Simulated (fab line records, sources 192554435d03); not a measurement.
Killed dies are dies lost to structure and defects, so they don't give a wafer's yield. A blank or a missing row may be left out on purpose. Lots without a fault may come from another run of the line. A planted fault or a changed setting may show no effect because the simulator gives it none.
Chamber matching | flow n5_finfet | N5_BEOL_M0_CO_CAP_123 on cvd_co-01: 3 sister chambers
The step material Co, precursor CCTBA/H2, target thk 2 nm, time 102.1 s. 3 wafers are shown with their chamber, then 11 later ones without.

WAFERS WITH THEIR CHAMBER
wafer  | chamber | heater_power_w (W)
L089.2 | 0       | 207
L090.5 | 2       | 203
L092.1 | 1       | 229

WAFERS WITHOUT THEIR CHAMBER
wafer  | heater_power_w (W)
L092.2 | 202
L092.6 | 228
L094.1 | 227
L094.2 | 198
L094.5 | 202
L095.2 | 225
L095.5 | 202
L095.6 | 210
L096.2 | 227
L096.4 | 206
L096.5 | 227

WHICH CHAMBER EACH WENT THROUGH
wafer  | from the rows above     | in truth
L092.2 | can't be placed: 2 or 0 | 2
L092.6 | 1                       | 1
L094.1 | 1                       | 1
L094.2 | can't be placed: 2 or 0 | 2
L094.5 | can't be placed: 2 or 0 | 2
L095.2 | 1                       | 1
L095.5 | can't be placed: 2 or 0 | 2
L095.6 | can't be placed: 0 or 2 | 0
L096.2 | 1                       | 1
L096.4 | can't be placed: 0 or 2 | 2
L096.5 | 1                       | 1
Placed correctly: 5 of 11. Can't be placed from these rows: 6 (the true chamber is among the candidates in 6). Placed wrongly: 0.
How it was worked out, from the rows above alone: a wafer's distance from a chamber is the root of the sum, over the readings, of the square of ((its reading less the chamber's mean) divided by the reading's scatter). The wafer belongs to the nearest chamber; if the next one is less than 2 further off, it can't be placed. A chamber's mean is the mean of its shown wafers. The scatter: with one shown wafer a chamber, the root of the mean of the squares of how far each hidden wafer lies from its nearest shown one.
